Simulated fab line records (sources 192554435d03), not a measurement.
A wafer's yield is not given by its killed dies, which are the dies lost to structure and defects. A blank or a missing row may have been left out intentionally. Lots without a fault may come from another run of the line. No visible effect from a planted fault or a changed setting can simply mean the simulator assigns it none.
Struck lot and sound lot, side by side + flow n5 finfet + 18 steps out of a route of 1938
Sound: the wafers L799.3, L799.4, L799.5. Wafers L809.3, L809.4, L809.6 were the ones struck. The cause is given at the end.
Each step with rows lists, per side, the tool, then ch with its chambers, then its first start. Under that, the readings that differ: sound wafers + struck wafers + difference of the means + sigmas: that difference in standard deviations of wafers without a fault.
alike: words and numbers the same on both sides, and readings whose means are apart by under 2 such deviations; not compared: readings that were withheld, readings missing a value for some wafer, numbers with overlapping values and no deviation given by the record, and bounds like >300 which may hide the same value.
Wherever a step has rows on one side only, a row that says differs or no value, or a row with sigmas, the two part there. Non-overlapping numbers with no deviation appear without sigmas and do not part them. A reading that every wafer of one side lacks parts them only if that side has two wafers or more.

first, 6 steps without rows for these wafers: N5_BEOL_M6_COAT_22 (resist thk 30 nm); N5_BEOL_M6_EBR_24; N5_BEOL_M6_SOFTBAKE_23 (time 60 s); N5_BEOL_M6_EXPOSE_25 (exposes mask V5, target cd 40 nm); N5_BEOL_M6_PEB_26 (peb time 60 s); N5_BEOL_M6_DEVELOP_27 (develop time 30 s).
N5_BEOL_M6_CD_MEAS_28: the cd target is 40 nm.
  sound on cd sem-03 ch 0, day 10 18:47; struck on cd sem-01 ch 0, day 13 12:44
  alike: cd nm
N5_BEOL_M6_OVL_MEAS_29:
  sound on overlay-01 ch 0, day 10 18:49; struck on overlay-02 ch 0, day 13 12:47
  alike: V5_OVL
N5_BEOL_M6_INSPECT_30: inspects for defects (brightfield).
  sound on defect inspect-02 at day 10 18:52; struck on defect inspect-01 at day 13 12:50
  alike: raw defect count
N5_BEOL_M6_DESCUM_33: chemistry O2, time 7 s.
  sound on rie diel-01 ch 0,3, day 10 18:57; struck on rie diel-03 ch 1,2, day 13 13:08
  alike: drypump motor current A, oes product au, rf vpp V, showerhead plenum p Torr, throttle valve pct
  not compared: rf hours counter h
N5_BEOL_M6_ETCH_72: etches underlayer in N2/H2, target depth 6.5 nm, time 5.2 s.
  sound on rie diel-01 ch 0,3, day 10 18:59; struck on rie diel-03 ch 1,2, day 13 13:10
  alike: bias w, drypump motor current A, etch rf on time s, n2 flow sccm, oes product au, rf fwd power W, rf vpp V, showerhead plenum p Torr, throttle valve pct
  not compared: rf hours counter h
N5_BEOL_M6_ETCH_65: etches SiARC in CF4, target depth 15.6 nm, time 26 s.
  sound on rie diel-01 ch 0,3, day 10 19:01; struck on rie diel-03 ch 1,2, day 13 13:11
  alike: bias w, cf4 flow sccm, drypump motor current A, etch rf on time s, oes product au, rf fwd power W, rf vpp V, showerhead plenum p Torr, throttle valve pct
  not compared: rf hours counter h
N5_BEOL_M6_ETCH_66: etches SOC in N2/H2, target depth 80 nm, overetch 16 nm, time 120 s.
  sound on rie diel-01 ch 0,3, day 10 19:02; struck on rie diel-03 ch 1,2, day 13 13:13
| reading                                    | sound             | struck               | difference | sigmas |
|--------------------------------------------|-------------------|----------------------|------------|--------|
| rf fwd power W (W)                         | 840.1 844.8 838.6 | 1036.1 1035.8 1040.5 | +196.3     | +76    |
| rf vpp V (V)                               | 528.6 528.3 522.6 | 486.4 486.7 484.9    | -40.5      | -18    |
| model.SiARC_of_BEOL_M6_COAT_64.thk nm (nm) | 6.4 6.4 6.6       | 5.8 5.8 5.6          | -0.7       |        |
| model.BEOL_M6.cd nm (nm)                   | 39.8 39.8 40      | 40.6 40.8 41         | +0.9       |        |
  alike: bias w, drypump motor current A, n2 flow sccm, oes product au, showerhead plenum p Torr, throttle valve pct
  not compared: rf hours counter h
then, 2 steps without rows for these wafers: N5_BEOL_M6_STRIP_69 (strips in N2/H2); N5_BEOL_M6_STRIP_73 (strips in N2/H2).
N5_BEOL_M6_VIA_ETCH_34: etches SiCOH lowk in C4F6/O2, target depth 126.3 nm, time 50.9 s.
  sound on rie diel-01 ch 0,3, day 10 19:08; struck on rie diel-03 ch 1,2, day 13 13:19
| reading                  | sound    | struck       | difference | sigmas |
|--------------------------|----------|--------------|------------|--------|
| model.BEOL_M6.cd nm (nm) | 40 40 40 | 40.6 40.8 41 | +0.8       |        |
  alike: bias w, drypump motor current A, oes_f_703_au, oes product au, rf fwd power W, rf vpp V, showerhead plenum p Torr, throttle valve pct
  not compared: rf hours counter h
then, 1 step without rows for these wafers: N5_BEOL_M6_STRIP_76 (strips in C4F6/O2).
N5_PASSIVATION_PROBE_49:
  the record has rows for the sound wafers here (prober-02, day 14 13:10) and none for the struck ones

== WHERE THEY PART ==
Last at N5_PASSIVATION_PROBE_49 as far as this record goes, first at N5_BEOL_M6_ETCH_66.

WHY: the cause the simulator had injected
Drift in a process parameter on rie diel-03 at N5_BEOL_M6_ETCH_66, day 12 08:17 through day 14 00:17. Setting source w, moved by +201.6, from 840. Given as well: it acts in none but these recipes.
